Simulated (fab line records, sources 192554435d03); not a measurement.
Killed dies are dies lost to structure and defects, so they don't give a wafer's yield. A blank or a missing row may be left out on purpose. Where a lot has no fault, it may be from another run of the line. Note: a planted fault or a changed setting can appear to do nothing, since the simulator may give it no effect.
Lot-split experiment	flow n5-finfet	21 wafers read across 7 lots, on a route 1938 steps long

== SPLIT DETAILS ==
At N5_BEOL_M8_DESCUM_33 (chemistry O2, time 7 s), the setting time-s was moved away from the recipe's 7 s on 6 of the 21 wafers read, by -13.5% to +11.4%. For the rest of the wafers, this setting stayed at what the recipe calls for.

== FROM THE SPLIT TO THE READING: what the file shows between them, 1 step ==
- N5_BEOL_M8_ETCH_72: etches underlayer in N2/H2, target depth 6.5 nm, time 5.2 s

== THE READING ==
CAR-EUV_of_BEOL_M8_COAT_22.thk-nm (the simulator's own value, which no gauge read), in nm, at N5_BEOL_M8_ETCH_65 (etches SiARC in CF4, target depth 15.6 nm, time 26 s). The file does not state a usual value for it. The 15 wafers here that ran the recipe average 11.1 nm, standard deviation 0.12 nm.

wafer	tool, chamber at the split	time-s as run, s	against the recipe	CAR-EUV_of_BEOL_M8_COAT_22.thk-nm, nm	against lot-mates on the recipe
L075.1	rie-diel-02, 2,1,1	7	recipe	11	-
L075.4	rie-diel-02, 2,1,1	7	recipe	11.2	-
L075.5	rie-diel-02, 2,1,1	7	recipe	11.2	-
L080.3	rie-diel-02, 2	7.8	+11.4%	10.6	-0.5
L080.4	rie-diel-02, 3	7	recipe	11	-
L080.6	rie-diel-02, 3	7	recipe	11.2	-
L085.4	rie-diel-02, 2,1	6.053	-13.5%	11.6	+0.4
L085.5	rie-diel-02, 0	7	recipe	11.2	-
L085.6	rie-diel-02, 2,1	6.053	-13.5%	11.8	+0.6
L083.3	rie-diel-02, 3	7	recipe	11.2	-
L083.5	rie-diel-02, 3,0	7.555	+7.9%	11	-0.2
L083.6	rie-diel-02, 3,0	7.555	+7.9%	11	-0.2
L084.1	rie-diel-03, 2,0,2	7	recipe	11	-
L084.2	rie-diel-03, 2,0,2	7	recipe	11	-
L084.5	rie-diel-03, 2,0,2	7	recipe	11	-
L090.2	rie-diel-02, 0,2	7	recipe	11.4	-
L090.3	rie-diel-02, 1	7.394	+5.6%	11.2	-0.1
L090.6	rie-diel-02, 0,2	7	recipe	11.2	-
L092.1	rie-diel-02, 2,0,1	7	recipe	11	-
L092.2	rie-diel-02, 2,0,1	7	recipe	11	-
L092.4	rie-diel-02, 2,0,1	7	recipe	11.2	-
When a row names more than one chamber, that row covers several wafers, and the file does not tell which wafer ran in which chamber.

THE FIT
A straight line over all 21 wafers: CAR-EUV_of_BEOL_M8_COAT_22.thk-nm changes by -0.0356 nm for each +1% of time-s; r = -0.83; the points scatter about the line by 0.14 nm.
The same after taking each lot's own level away (the mean of its wafers on the recipe; 21 wafers): -0.0352 nm for each +1%; r = -0.92; scatter 0.087 nm.
According to that fit, moving time-s by its largest amount changes the reading by 0.48 nm.
From 11.00 to 11.30 nm: that is the span of the lots' own levels, equal to 2.5 times the standard deviation above.
So the lot-to-lot level changes the slope little: the two slopes agree.
Check: with one of the wafers moved furthest among these (-13.5%) left out of the fit, the line predicts +0.531 nm for it against its lot-mates. Against them it came out at +0.4 nm.

== THE WHOLE CHAIN: every reading that the file lists as answering this split, in the file's order ==
step	what it does	reading	change (the file's fit)	r (the file's)
N5_BEOL_M8_ETCH_72	etches underlayer in N2/H2, target depth 6.5 nm, time 5.2 s	CAR-EUV_of_BEOL_M8_COAT_22.thk-nm (the simulator's own value, which no gauge read)	-0.0397 nm for each +1% of the setting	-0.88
N5_BEOL_M8_ETCH_65	etches SiARC in CF4, target depth 15.6 nm, time 26 s	CAR-EUV_of_BEOL_M8_COAT_22.thk-nm (the simulator's own value, which no gauge read)	-0.0358 nm for each +1% of the setting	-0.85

== THE FILE'S OWN FIT ==
CAR-EUV_of_BEOL_M8_COAT_22.thk-nm changes by -0.0358 nm for each +1% of time-s, r = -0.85.
